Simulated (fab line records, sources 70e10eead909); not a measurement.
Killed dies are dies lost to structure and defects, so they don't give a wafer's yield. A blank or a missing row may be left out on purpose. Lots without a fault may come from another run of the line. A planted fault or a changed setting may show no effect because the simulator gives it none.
Which tool did it? | flow nand_harc | 13 lots, 39 wafers sampled, at 6 steps of a route of 1302

WHAT THE GAUGES READ, wafer by wafer
NHARC_P_ZERO_WELL_CD_MEAS_24: target cd 720 nm. Usual: cd_nm 721.7 nm, standard deviation 2.
lot  | measured     | on        | cd_nm (nm)        | flag
L164 | day 1 22:35  | cd_sem-02 | 722.6 721.2 720.6 |
L166 | day 2 18:37  | cd_sem-01 | 723.3 720.7 723.8 |
L167 | day 3 04:28  | cd_sem-02 | 720.5 722.6 722.7 |
L168 | day 3 14:40  | cd_sem-01 | 717.6 722.4 722.3 |
L170 | day 4 10:49  | cd_sem-01 | 724.7 723.3 723.0 |
L173 | day 5 16:36  | cd_sem-02 | 725.2 724.9 723.3 |
L174 | day 6 02:36  | cd_sem-01 | 722.5 720.6 723.2 |
L175 | day 6 12:28  | cd_sem-01 | 722.5 721.2 720.5 |
L178 | day 7 18:29  | cd_sem-02 | 723.7 722.1 722.2 |
L179 | day 8 04:35  | cd_sem-02 | 721.4 722.4 721.5 |
L182 | day 9 10:41  | cd_sem-02 | - - -             | OFF
L186 | day 11 02:19 | cd_sem-02 | 721.7 725.5 722.7 |
L187 | day 11 12:35 | cd_sem-02 | 716.4 720.1 721.8 |

NHARC_P_ZERO_WELL_INSPECT_43. Usual: raw_defect_count 14, standard deviation 6.2.
lot  | measured     | on                | raw_defect_count | flag
L164 | day 2 03:26  | defect_inspect-01 | 15 12 24         |
L166 | day 3 00:17  | defect_inspect-01 | 13 11 12         |
L167 | day 3 09:26  | defect_inspect-01 | 2 4 10           |
L168 | day 3 21:52  | defect_inspect-01 | 9 23 13          |
L170 | day 4 15:47  | defect_inspect-02 | 14 10 10         |
L173 | day 5 21:35  | defect_inspect-01 | 16 9 11          |
L174 | day 6 07:37  | defect_inspect-01 | 4 12 23          |
L175 | day 6 17:34  | defect_inspect-01 | 30 20 20         |
L178 | day 7 23:35  | defect_inspect-01 | 20 14 12         |
L179 | day 8 09:43  | defect_inspect-02 | 15 8 10          |
L182 | day 9 15:32  | defect_inspect-01 | 13 15 16         |
L186 | day 11 07:10 | defect_inspect-02 | 12 9 9           |
L187 | day 11 17:50 | defect_inspect-02 | 9 10 17          |

NHARC_P_STI_CD_MEAS_09: target cd 200 nm. Usual: cd_nm 201 nm, standard deviation 3.2.
lot  | measured     | on        | cd_nm (nm)  | flag
L164 | day 2 18:14  | cd_sem-02 | 203 205 204 |
L166 | day 3 16:17  | cd_sem-03 | 197 201 203 |
L167 | day 4 01:40  | cd_sem-02 | 195 195 198 |
L168 | day 4 13:09  | cd_sem-02 | 196 200 205 |
L170 | day 5 09:01  | cd_sem-02 | 203 200 203 |
L173 | day 6 16:01  | cd_sem-01 | 200 195 203 |
L174 | day 7 04:02  | cd_sem-03 | 202 202 196 |
L175 | day 7 08:50  | cd_sem-03 | 202 203 200 |
L178 | day 8 15:11  | cd_sem-01 | 198 197 200 |
L179 | day 9 03:39  | cd_sem-01 | 200 198 198 |
L186 | day 11 23:37 | cd_sem-02 | 197 196 197 |
L187 | day 12 14:20 | cd_sem-02 | 201 201 200 |

NHARC_P_STI_OCD_MEAS_43. Usual: trench_depth_nm 301 nm, standard deviation 5.6; trench_foot_cd_nm 159 nm, standard deviation 3.2.
lot  | measured     | on     | trench_depth_nm (nm) | trench_foot_cd_nm (nm) | flag
L164 | day 2 19:35  | ocd-01 | 303 291 299          | 160 164 161            |
L166 | day 3 17:34  | ocd-02 | 306 305 297          | 154 159 162            |
L167 | day 4 02:59  | ocd-02 | 310 307 305          | 151 153 155            |
L168 | day 4 14:26  | ocd-02 | 298 306 310          | 155 158 161            |
L170 | day 5 10:19  | ocd-02 | 294 308 301          | 162 157 161            |
L173 | day 6 17:18  | ocd-02 | 305 285 297          | 157 155 162            |
L174 | day 7 05:19  | ocd-02 | 308 302 306          | 160 161 153            |
L175 | day 7 10:07  | ocd-01 | 303 298 303          | 160 162 159            |
L178 | day 8 16:29  | ocd-02 | 305 289 303          | 155 155 158            |
L179 | day 9 04:58  | ocd-01 | 293 301 299          | 159 156 156            |
L186 | day 12 00:54 | ocd-02 | 298 297 295          | 155 155 156            |
L187 | day 12 15:38 | ocd-02 | 305 304 303          | 158 159 158            |

NHARC_END_SORT_01. Usual: defect_limited_yield 91.0 %, standard deviation 2.5; killed_at_array 56, standard deviation 17; killed_at_other 0.9, standard deviation 1.2; killed_at_periphery 3.9, standard deviation 2.5; killed_dies 61, standard deviation 17; killed_open 3.2, standard deviation 1.8; killed_short 2.7, standard deviation 1.7.
lot  | measured     | on        | defect_limited_yield (%) | killed_at_array | killed_at_other | killed_at_periphery | killed_dies | killed_open | killed_short | flag
L167 | day 25 20:51 | prober-01 | 88.0                     | 71              | 4               | 6                   | 81          | 3           | 2            |
L168 | day 25 18:31 | prober-02 | 88.9                     | 71              | 0               | 4                   | 75          | 5           | 7            |
L170 | day 27 08:07 | prober-02 | 90.5 92.2 91.4           | 51 46 51        | 0 1 0           | 13 6 7              | 64 53 58    | 3 2 2       | 4 0 2        |
L173 | day 28 20:20 | prober-02 | 93.2 91.3 93.6           | 46 55 41        | 0 0 0           | 0 4 2               | 46 59 43    | 5 2 4       | 1 5 2        |
L174 | day 28 14:19 | prober-01 | 88.2 87.6 85.5           | 77 82 96        | 1 1 1           | 2 1 1               | 80 84 98    | 3 3 1       | 2 3 4        |
L175 | day 29 09:58 | prober-01 | 92.6 89.8 92.3           | 48 61 43        | 0 1 0           | 2 7 9               | 50 69 52    | 3 4 3       | 6 3 0        |
L178 | day 31 21:36 | prober-01 | 88.0 91.1 86.6           | 79 57 86        | 1 1 0           | 1 2 5               | 81 60 91    | 1 4 7       | 3 1 3        |

WHICH TOOL RAN EACH LOT (tool, then ch and the chambers of the sampled wafers, then the start)
lot  | NHARC_P_ZERO_WELL_EXPOSE_21
L164 | krf_scanner-04 ch 0, day 1 22:26
L166 | krf_scanner-02 ch 0, day 2 18:27
L167 | krf_scanner-04 ch 0, day 3 04:19
L168 | krf_scanner-03 ch 0, day 3 14:30
L170 | krf_scanner-02 ch 0, day 4 10:39
L173 | krf_scanner-04 ch 0, day 5 16:26
L174 | krf_scanner-02 ch 0, day 6 02:26
L175 | krf_scanner-02 ch 0, day 6 12:19
L178 | krf_scanner-04 ch 0, day 7 18:20
L179 | krf_scanner-02 ch 0, day 8 04:25
L182 | krf_scanner-03 ch 0, day 9 10:31
L186 | krf_scanner-03 ch 0, day 11 02:10
L187 | krf_scanner-04 ch 0, day 11 12:25
- NHARC_P_ZERO_WELL_EXPOSE_21: exposes mask P NWELL, target cd 720 nm.

WHAT THE TOOLS THEMSELVES READ (means of the sampled wafers that have a number; where no wafer has one, the mark that the record gives instead)
The record holds no such reading with a usual standard deviation.

THE ANSWER, worked out from the rows above alone
Rule: a lot is off if the mean of its wafers that have a number lies more than 3 standard deviations from the usual mean. A lot without any number at a reading at which 4 lots or more have one is off too. The other lots that the step has rows for count as sound. The gauges are gone through in route order, then the tools' own readings, and for those a lot's mean is taken as printed above. The first step at which some lot is off is used, and at that step the reading that is off furthest; a lot without a number counts as furthest.
Off: L182, at NHARC_P_ZERO_WELL_CD_MEAS_24 (cd_nm). Without a number there: L182.
A tool fits if, at a process step before that reading, it ran every lot that is off, and no sound lot after the first of them. The gauges at NHARC_P_ZERO_WELL_CD_MEAS_24 are tried like those tools. None of those tried fits.

WHAT THE SIMULATOR HAD PUT IN
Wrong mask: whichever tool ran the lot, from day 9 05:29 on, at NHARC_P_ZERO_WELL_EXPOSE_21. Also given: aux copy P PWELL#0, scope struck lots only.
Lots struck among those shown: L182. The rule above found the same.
